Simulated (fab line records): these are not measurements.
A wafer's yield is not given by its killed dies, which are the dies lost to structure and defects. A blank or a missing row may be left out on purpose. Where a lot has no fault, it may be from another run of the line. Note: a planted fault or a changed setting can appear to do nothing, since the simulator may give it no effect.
Chamber matching || flow nand harc || rie diel-03 running NHARC_P_M1_ETCH_35: 4 sister chambers
The step etches the open film in N2/H2, target depth 40 nm, overetch 12 nm, time 43.94 s. 36 wafers are shown with their chamber, then 12 later ones without.

## WAFERS, EACH WITH ITS CHAMBER
{"wafer": "L074.1", "chamber": 1, "drypump motor current A (A)": 4.9, "showerhead plenum p Torr (Torr)": 1.98, "rf vpp V (V)": 427.5}
{"wafer": "L074.2", "chamber": 3, "drypump motor current A (A)": 4.9, "showerhead plenum p Torr (Torr)": 2.08, "rf vpp V (V)": 431.8}
{"wafer": "L074.3", "chamber": 0, "drypump motor current A (A)": 5.4, "showerhead plenum p Torr (Torr)": 2.00, "rf vpp V (V)": 426.6}
{"wafer": "L075.2", "chamber": 3, "drypump motor current A (A)": 4.9, "showerhead plenum p Torr (Torr)": 2.08, "rf vpp V (V)": 431.0}
{"wafer": "L075.4", "chamber": 2, "drypump motor current A (A)": 6.6, "showerhead plenum p Torr (Torr)": 2.14, "rf vpp V (V)": 433.9}
{"wafer": "L075.6", "chamber": 0, "drypump motor current A (A)": 5.4, "showerhead plenum p Torr (Torr)": 2.00, "rf vpp V (V)": 429.5}
{"wafer": "L077.4", "chamber": 3, "drypump motor current A (A)": 4.9, "showerhead plenum p Torr (Torr)": 2.08, "rf vpp V (V)": 431.9}
{"wafer": "L077.5", "chamber": 1, "drypump motor current A (A)": 4.9, "showerhead plenum p Torr (Torr)": 1.98, "rf vpp V (V)": 427.3}
{"wafer": "L077.6", "chamber": 2, "drypump motor current A (A)": 6.6, "showerhead plenum p Torr (Torr)": 2.14, "rf vpp V (V)": 432.9}
{"wafer": "L079.1", "chamber": 3, "drypump motor current A (A)": 4.9, "showerhead plenum p Torr (Torr)": 2.08, "rf vpp V (V)": 431.5}
{"wafer": "L079.4", "chamber": 2, "drypump motor current A (A)": 6.6, "showerhead plenum p Torr (Torr)": 2.14, "rf vpp V (V)": 433.5}
{"wafer": "L079.5", "chamber": 3, "drypump motor current A (A)": 4.9, "showerhead plenum p Torr (Torr)": 2.08, "rf vpp V (V)": 432.4}
{"wafer": "L081.2", "chamber": 1, "drypump motor current A (A)": 4.9, "showerhead plenum p Torr (Torr)": 1.98, "rf vpp V (V)": 428.7}
{"wafer": "L081.3", "chamber": 0, "drypump motor current A (A)": 5.4, "showerhead plenum p Torr (Torr)": 2.00, "rf vpp V (V)": 429.3}
{"wafer": "L081.5", "chamber": 3, "drypump motor current A (A)": 4.9, "showerhead plenum p Torr (Torr)": 2.08, "rf vpp V (V)": 431.7}
{"wafer": "L084.1", "chamber": 2, "drypump motor current A (A)": 6.6, "showerhead plenum p Torr (Torr)": 2.14, "rf vpp V (V)": 434.6}
{"wafer": "L084.3", "chamber": 1, "drypump motor current A (A)": 4.9, "showerhead plenum p Torr (Torr)": 1.98, "rf vpp V (V)": 429.5}
{"wafer": "L084.6", "chamber": 2, "drypump motor current A (A)": 6.7, "showerhead plenum p Torr (Torr)": 2.14, "rf vpp V (V)": 433.0}
{"wafer": "L085.3", "chamber": 2, "drypump motor current A (A)": 6.6, "showerhead plenum p Torr (Torr)": 2.14, "rf vpp V (V)": 432.7}
{"wafer": "L085.4", "chamber": 1, "drypump motor current A (A)": 4.9, "showerhead plenum p Torr (Torr)": 1.98, "rf vpp V (V)": 430.5}
{"wafer": "L085.6", "chamber": 1, "drypump motor current A (A)": 4.9, "showerhead plenum p Torr (Torr)": 1.98, "rf vpp V (V)": 429.7}
{"wafer": "L086.4", "chamber": 1, "drypump motor current A (A)": 4.9, "showerhead plenum p Torr (Torr)": 1.98, "rf vpp V (V)": 428.0}
{"wafer": "L086.5", "chamber": 2, "drypump motor current A (A)": 6.6, "showerhead plenum p Torr (Torr)": 2.14, "rf vpp V (V)": 433.3}
{"wafer": "L086.6", "chamber": 3, "drypump motor current A (A)": 4.9, "showerhead plenum p Torr (Torr)": 2.07, "rf vpp V (V)": 432.7}
{"wafer": "L087.1", "chamber": 1, "drypump motor current A (A)": 4.9, "showerhead plenum p Torr (Torr)": 1.98, "rf vpp V (V)": 428.8}
{"wafer": "L087.3", "chamber": 3, "drypump motor current A (A)": 4.9, "showerhead plenum p Torr (Torr)": 2.07, "rf vpp V (V)": 429.7}
{"wafer": "L087.4", "chamber": 0, "drypump motor current A (A)": 5.4, "showerhead plenum p Torr (Torr)": 2.00, "rf vpp V (V)": 429.0}
{"wafer": "L088.2", "chamber": 0, "drypump motor current A (A)": 5.4, "showerhead plenum p Torr (Torr)": 1.99, "rf vpp V (V)": 428.8}
{"wafer": "L088.4", "chamber": 2, "drypump motor current A (A)": 6.6, "showerhead plenum p Torr (Torr)": 2.14, "rf vpp V (V)": 433.4}
{"wafer": "L088.5", "chamber": 1, "drypump motor current A (A)": 4.9, "showerhead plenum p Torr (Torr)": 1.98, "rf vpp V (V)": 429.4}
{"wafer": "L091.2", "chamber": 3, "drypump motor current A (A)": 4.9, "showerhead plenum p Torr (Torr)": 2.07, "rf vpp V (V)": 431.4}
{"wafer": "L091.3", "chamber": 0, "drypump motor current A (A)": 5.4, "showerhead plenum p Torr (Torr)": 1.99, "rf vpp V (V)": 430.1}
{"wafer": "L091.5", "chamber": 2, "drypump motor current A (A)": 6.6, "showerhead plenum p Torr (Torr)": 2.14, "rf vpp V (V)": 432.4}
{"wafer": "L092.1", "chamber": 3, "drypump motor current A (A)": 4.9, "showerhead plenum p Torr (Torr)": 2.07, "rf vpp V (V)": 431.6}
{"wafer": "L092.2", "chamber": 2, "drypump motor current A (A)": 6.7, "showerhead plenum p Torr (Torr)": 2.14, "rf vpp V (V)": 432.5}
{"wafer": "L092.4", "chamber": 1, "drypump motor current A (A)": 4.9, "showerhead plenum p Torr (Torr)": 1.98, "rf vpp V (V)": 429.8}

SIGNATURES, as means of the wafers listed above
{"reading": "drypump motor current A", "chamber 0": 5.400, "chamber 1": 4.900, "chamber 2": 6.620, "chamber 3": 4.900, "scatter within a chamber": 0.0224}
{"reading": "showerhead plenum p Torr", "chamber 0": 1.9967, "chamber 1": 1.9800, "chamber 2": 2.1400, "chamber 3": 2.0760, "scatter within a chamber": 0.00342}
{"reading": "rf vpp V", "chamber 0": 428.883, "chamber 1": 428.920, "chamber 2": 433.220, "chamber 3": 431.570, "scatter within a chamber": 0.925}
Rule: a wafer lies at a distance from a chamber equal to the root of the sum of squares, over the readings, of (its reading less the chamber's mean, divided by the reading's scatter). If the next closest chamber is less than 2 further off than the closest, the wafer can't be placed; otherwise it belongs to the closest. How the scatter is found: for the shown wafers, subtract from each reading the mean of its chamber, square and add these, divide the total by (wafers less chambers), then take the root.

## WAFERS WITH NO CHAMBER GIVEN
{"wafer": "L093.1", "drypump motor current A (A)": 4.9, "showerhead plenum p Torr (Torr)": 2.07, "rf vpp V (V)": 431.4}
{"wafer": "L093.3", "drypump motor current A (A)": 6.6, "showerhead plenum p Torr (Torr)": 2.14, "rf vpp V (V)": 432.1}
{"wafer": "L093.5", "drypump motor current A (A)": 4.9, "showerhead plenum p Torr (Torr)": 1.98, "rf vpp V (V)": 429.0}
{"wafer": "L094.2", "drypump motor current A (A)": 4.9, "showerhead plenum p Torr (Torr)": 2.07, "rf vpp V (V)": 430.5}
{"wafer": "L094.4", "drypump motor current A (A)": 4.8, "showerhead plenum p Torr (Torr)": 1.98, "rf vpp V (V)": 427.2}
{"wafer": "L094.6", "drypump motor current A (A)": 4.8, "showerhead plenum p Torr (Torr)": 1.97, "rf vpp V (V)": 428.6}
{"wafer": "L095.2", "drypump motor current A (A)": 4.9, "showerhead plenum p Torr (Torr)": 2.07, "rf vpp V (V)": 431.1}
{"wafer": "L095.4", "drypump motor current A (A)": 5.4, "showerhead plenum p Torr (Torr)": 1.99, "rf vpp V (V)": 429.0}
{"wafer": "L095.5", "drypump motor current A (A)": 6.6, "showerhead plenum p Torr (Torr)": 2.14, "rf vpp V (V)": 431.6}
{"wafer": "L097.2", "drypump motor current A (A)": 4.9, "showerhead plenum p Torr (Torr)": 1.97, "rf vpp V (V)": 428.6}
{"wafer": "L097.3", "drypump motor current A (A)": 5.5, "showerhead plenum p Torr (Torr)": 1.99, "rf vpp V (V)": 431.2}
{"wafer": "L097.4", "drypump motor current A (A)": 6.6, "showerhead plenum p Torr (Torr)": 2.14, "rf vpp V (V)": 433.6}

## WHICH CHAMBER EACH WENT THROUGH
{"wafer": "L093.1", "from the rows above": 3, "in truth": 3}
{"wafer": "L093.3", "from the rows above": 2, "in truth": 2}
{"wafer": "L093.5", "from the rows above": 1, "in truth": 1}
{"wafer": "L094.2", "from the rows above": 3, "in truth": 3}
{"wafer": "L094.4", "from the rows above": 1, "in truth": 1}
{"wafer": "L094.6", "from the rows above": 1, "in truth": 1}
{"wafer": "L095.2", "from the rows above": 3, "in truth": 3}
{"wafer": "L095.4", "from the rows above": 0, "in truth": 0}
{"wafer": "L095.5", "from the rows above": 2, "in truth": 2}
{"wafer": "L097.2", "from the rows above": 1, "in truth": 1}
{"wafer": "L097.3", "from the rows above": 0, "in truth": 0}
{"wafer": "L097.4", "from the rows above": 2, "in truth": 2}
Placed correctly: 12 of 12. Can't be placed from these rows: 0. Placed wrongly: 0.
